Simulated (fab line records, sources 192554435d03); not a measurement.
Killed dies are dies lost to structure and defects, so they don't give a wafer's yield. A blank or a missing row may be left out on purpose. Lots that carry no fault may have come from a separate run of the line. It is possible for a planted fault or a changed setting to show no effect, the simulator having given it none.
Matching of chambers | flow n5-finfet | N5_BEOL_M9_ETCH_61 on rie-diel-05 has 4 sister chambers
The step etches SiARC in CF4, target depth 39 nm, time 65 s. 16 wafers are shown with their chamber, then 8 later ones without.

== WAFERS, EACH WITH ITS CHAMBER ==
wafer  | chamber | oes-product-au (a.u.) | showerhead-plenum-p-Torr (Torr) | drypump-motor-current-A (A)
L076.1 | 1       | 0.58                  | 2.10                            | 5.5
L076.2 | 2       | 0.77                  | 2.08                            | 5.8
L076.6 | 1       | 0.56                  | 2.10                            | 5.5
L084.1 | 1       | 0.56                  | 2.09                            | 5.5
L084.3 | 2       | 0.75                  | 2.08                            | 5.7
L084.6 | 1       | 0.56                  | 2.09                            | 5.6
L088.1 | 1       | 0.56                  | 2.09                            | 5.5
L088.2 | 2       | 0.74                  | 2.08                            | 5.8
L088.3 | 3       | 0.79                  | 2.10                            | 5.2
L088.4 | 0       | 0.59                  | 2.20                            | 6.4
L088.5 | 0       | 0.59                  | 2.20                            | 6.4
L088.6 | 1       | 0.56                  | 2.09                            | 5.5
L092.1 | 2       | 0.75                  | 2.07                            | 5.8
L092.4 | 2       | 0.75                  | 2.07                            | 5.8
L092.5 | 3       | 0.78                  | 2.09                            | 5.3
L087.1 | 3       | 0.78                  | 2.09                            | 5.3

SIGNATURES, as means of the wafers listed above
reading                  | chamber 0 | chamber 1 | chamber 2 | chamber 3 | scatter within a chamber
oes-product-au           | 0.5900    | 0.5633    | 0.7520    | 0.7833    | 0.00856
showerhead-plenum-p-Torr | 2.2000    | 2.0933    | 2.0760    | 2.0933    | 0.00516
drypump-motor-current-A  | 6.400     | 5.517     | 5.780     | 5.267     | 0.0438
Rule: a wafer's distance from a chamber is the root of the sum, over the readings, of the square of ((its reading less the chamber's mean) divided by the reading's scatter). If the next closest chamber is less than 2 further off than the closest, the wafer can't be placed; otherwise it belongs to the closest. How the scatter is found: for the shown wafers, subtract from each reading the mean of its chamber, square and add these, divide the total by (wafers less chambers), then take the root.

== WAFERS WITH NO CHAMBER GIVEN ==
wafer  | oes-product-au (a.u.) | showerhead-plenum-p-Torr (Torr) | drypump-motor-current-A (A)
L087.3 | 0.74                  | 2.07                            | 5.8
L087.5 | 0.79                  | 2.09                            | 5.3
L095.1 | 0.58                  | 2.19                            | 6.5
L095.2 | 0.77                  | 2.09                            | 5.3
L095.3 | 0.72                  | 2.07                            | 5.7
L095.4 | 0.81                  | 2.09                            | 5.6
L095.5 | 0.76                  | 2.09                            | 5.3
L095.6 | 0.58                  | 2.19                            | 6.5

== THE CHAMBER EACH PASSED THROUGH ==
wafer  | from the rows above     | in truth
L087.3 | 2                       | 2
L087.5 | 3                       | 3
L095.1 | 0                       | 0
L095.2 | 3                       | 3
L095.3 | 2                       | 2
L095.4 | can't be placed: 3 or 2 | 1
L095.5 | 3                       | 3
L095.6 | 0                       | 0
Correctly placed: 7 of 8. Unplaceable from these rows: 1, with the true chamber sitting among the candidates in 0. 0 placed wrongly.
